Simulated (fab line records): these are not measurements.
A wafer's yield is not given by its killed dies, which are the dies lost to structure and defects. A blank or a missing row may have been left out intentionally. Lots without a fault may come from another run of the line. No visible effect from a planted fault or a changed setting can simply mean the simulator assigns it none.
Matching of chambers || flow nand-harc || 4 sister chambers for NHARC_P_M1_STRIP_18 on rie-diel-01
The step strips in N2/H2. 16 wafers are shown with their chamber, then 8 later ones without.

## WAFERS PAIRED WITH THEIR CHAMBERS
{"wafer": "L077.1", "chamber": 2, "showerhead-plenum-p-Torr (Torr)": 1.94, "drypump-motor-current-A (A)": 5.3, "rf-vpp-V (V)": 89.8}
{"wafer": "L077.4", "chamber": 1, "showerhead-plenum-p-Torr (Torr)": 2.06, "drypump-motor-current-A (A)": 5.5, "rf-vpp-V (V)": 91.0}
{"wafer": "L077.5", "chamber": 3, "showerhead-plenum-p-Torr (Torr)": 2.17, "drypump-motor-current-A (A)": 5.3, "rf-vpp-V (V)": 91.0}
{"wafer": "L078.2", "chamber": 1, "showerhead-plenum-p-Torr (Torr)": 2.06, "drypump-motor-current-A (A)": 5.5, "rf-vpp-V (V)": 91.6}
{"wafer": "L078.3", "chamber": 0, "showerhead-plenum-p-Torr (Torr)": 1.97, "drypump-motor-current-A (A)": 6.3, "rf-vpp-V (V)": 90.3}
{"wafer": "L078.4", "chamber": 2, "showerhead-plenum-p-Torr (Torr)": 1.94, "drypump-motor-current-A (A)": 5.3, "rf-vpp-V (V)": 90.2}
{"wafer": "L079.1", "chamber": 2, "showerhead-plenum-p-Torr (Torr)": 1.94, "drypump-motor-current-A (A)": 5.3, "rf-vpp-V (V)": 89.6}
{"wafer": "L079.3", "chamber": 3, "showerhead-plenum-p-Torr (Torr)": 2.17, "drypump-motor-current-A (A)": 5.4, "rf-vpp-V (V)": 92.1}
{"wafer": "L079.4", "chamber": 1, "showerhead-plenum-p-Torr (Torr)": 2.06, "drypump-motor-current-A (A)": 5.6, "rf-vpp-V (V)": 92.2}
{"wafer": "L083.3", "chamber": 2, "showerhead-plenum-p-Torr (Torr)": 1.93, "drypump-motor-current-A (A)": 5.3, "rf-vpp-V (V)": 90.5}
{"wafer": "L083.4", "chamber": 3, "showerhead-plenum-p-Torr (Torr)": 2.17, "drypump-motor-current-A (A)": 5.4, "rf-vpp-V (V)": 90.5}
{"wafer": "L083.6", "chamber": 2, "showerhead-plenum-p-Torr (Torr)": 1.93, "drypump-motor-current-A (A)": 5.2, "rf-vpp-V (V)": 88.9}
{"wafer": "L084.1", "chamber": 3, "showerhead-plenum-p-Torr (Torr)": 2.17, "drypump-motor-current-A (A)": 5.3, "rf-vpp-V (V)": 90.4}
{"wafer": "L084.2", "chamber": 1, "showerhead-plenum-p-Torr (Torr)": 2.06, "drypump-motor-current-A (A)": 5.6, "rf-vpp-V (V)": 90.4}
{"wafer": "L084.6", "chamber": 3, "showerhead-plenum-p-Torr (Torr)": 2.17, "drypump-motor-current-A (A)": 5.3, "rf-vpp-V (V)": 91.2}
{"wafer": "L088.1", "chamber": 3, "showerhead-plenum-p-Torr (Torr)": 2.17, "drypump-motor-current-A (A)": 5.4, "rf-vpp-V (V)": 91.8}

SIGNATURES, as means of the wafers listed above
{"reading": "showerhead-plenum-p-Torr", "chamber 0": 1.9700, "chamber 1": 2.0600, "chamber 2": 1.9360, "chamber 3": 2.1700, "scatter within a chamber": 0.00316}
{"reading": "drypump-motor-current-A", "chamber 0": 6.300, "chamber 1": 5.550, "chamber 2": 5.280, "chamber 3": 5.350, "scatter within a chamber": 0.0524}
{"reading": "rf-vpp-V", "chamber 0": 90.300, "chamber 1": 91.300, "chamber 2": 89.800, "chamber 3": 91.167, "scatter within a chamber": 0.685}
Rule: for each reading, subtract the chamber's mean from the wafer's reading, divide by that reading's scatter and square the result; add these up over the readings and take the root, which gives the wafer's distance from the chamber. The wafer belongs to the nearest chamber; if the next one is less than 2 further off, it can't be placed. How the scatter is found: for the shown wafers, subtract from each reading the mean of its chamber, square and add these, divide the total by (wafers less chambers), then take the root.

## WAFERS WHOSE CHAMBER IS MISSING
{"wafer": "L088.5", "showerhead-plenum-p-Torr (Torr)": 1.93, "drypump-motor-current-A (A)": 5.3, "rf-vpp-V (V)": 91.1}
{"wafer": "L088.6", "showerhead-plenum-p-Torr (Torr)": 2.05, "drypump-motor-current-A (A)": 5.5, "rf-vpp-V (V)": 90.1}
{"wafer": "L092.2", "showerhead-plenum-p-Torr (Torr)": 1.93, "drypump-motor-current-A (A)": 5.3, "rf-vpp-V (V)": 89.5}
{"wafer": "L092.3", "showerhead-plenum-p-Torr (Torr)": 2.17, "drypump-motor-current-A (A)": 5.4, "rf-vpp-V (V)": 91.3}
{"wafer": "L092.5", "showerhead-plenum-p-Torr (Torr)": 1.97, "drypump-motor-current-A (A)": 6.3, "rf-vpp-V (V)": 90.9}
{"wafer": "L096.1", "showerhead-plenum-p-Torr (Torr)": 1.97, "drypump-motor-current-A (A)": 6.3, "rf-vpp-V (V)": 90.6}
{"wafer": "L096.3", "showerhead-plenum-p-Torr (Torr)": 2.05, "drypump-motor-current-A (A)": 5.5, "rf-vpp-V (V)": 90.6}
{"wafer": "L096.4", "showerhead-plenum-p-Torr (Torr)": 2.17, "drypump-motor-current-A (A)": 5.4, "rf-vpp-V (V)": 92.0}

## WHICH CHAMBER EACH WENT THROUGH
{"wafer": "L088.5", "from the rows above": 2, "in truth": 2}
{"wafer": "L088.6", "from the rows above": 1, "in truth": 1}
{"wafer": "L092.2", "from the rows above": 2, "in truth": 2}
{"wafer": "L092.3", "from the rows above": 3, "in truth": 3}
{"wafer": "L092.5", "from the rows above": 0, "in truth": 0}
{"wafer": "L096.1", "from the rows above": 0, "in truth": 0}
{"wafer": "L096.3", "from the rows above": 1, "in truth": 1}
{"wafer": "L096.4", "from the rows above": 3, "in truth": 3}
Correctly placed: 8 of 8. Not placeable from these rows: 0. Wrongly placed: 0.
